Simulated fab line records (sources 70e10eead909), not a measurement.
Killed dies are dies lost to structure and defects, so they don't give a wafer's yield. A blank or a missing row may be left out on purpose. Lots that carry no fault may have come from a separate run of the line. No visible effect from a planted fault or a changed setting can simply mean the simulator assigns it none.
Matching of chambers :: flow nand-harc :: cmp-02 running NHARC_A_STAIRCASE_CMP_152: 4 sister chambers
The step polishes. 4 wafers are shown with their chamber, then 9 later ones without.

## WAFERS WITH THEIR CHAMBER
wafer: L080.1
chamber: 1
motor-current-A (A): 10.6

wafer: L084.1
chamber: 0
motor-current-A (A): 12.8

wafer: L084.4
chamber: 2
motor-current-A (A): 12.7

wafer: L084.5
chamber: 3
motor-current-A (A): 12.7

## WAFERS WITHOUT THEIR CHAMBER
wafer: L091.2
motor-current-A (A): 10.9

wafer: L091.3
motor-current-A (A): 12.2

wafer: L091.4
motor-current-A (A): 12.7

wafer: L095.2
motor-current-A (A): 13.2

wafer: L095.3
motor-current-A (A): 12.1

wafer: L095.6
motor-current-A (A): 12.3

wafer: L097.2
motor-current-A (A): 11.2

wafer: L097.3
motor-current-A (A): 12.6

wafer: L097.5
motor-current-A (A): 13.0

## THE CHAMBER EACH PASSED THROUGH
wafer: L091.2
from the rows above: 1
in truth: 1

wafer: L091.3
from the rows above: can't be placed: 2 or 3 or 0
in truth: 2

wafer: L091.4
from the rows above: can't be placed: 2 or 3 or 0
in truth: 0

wafer: L095.2
from the rows above: can't be placed: 0 or 2 or 3
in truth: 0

wafer: L095.3
from the rows above: can't be placed: 2 or 3 or 0
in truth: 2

wafer: L095.6
from the rows above: can't be placed: 2 or 3 or 0
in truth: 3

wafer: L097.2
from the rows above: 1
in truth: 1

wafer: L097.3
from the rows above: can't be placed: 2 or 3 or 0
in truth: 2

wafer: L097.5
from the rows above: can't be placed: 0 or 2 or 3
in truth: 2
Placed correctly: 2 of 9. From these rows, 7 cannot be placed; in 7 the true chamber is one of the candidates. 0 placed wrongly.
How it was worked out, from the rows above alone: a wafer's distance from a chamber is the root of the sum, over the readings, of the square of ((its reading less the chamber's mean) divided by the reading's scatter). If the next closest chamber is less than 2 further off than the closest, the wafer can't be placed; otherwise it belongs to the closest. Each chamber's mean is taken over the wafers shown for it. The scatter (one wafer shown for each chamber): square how far every hidden wafer sits from the nearest shown wafer, average those squares and take the square root.
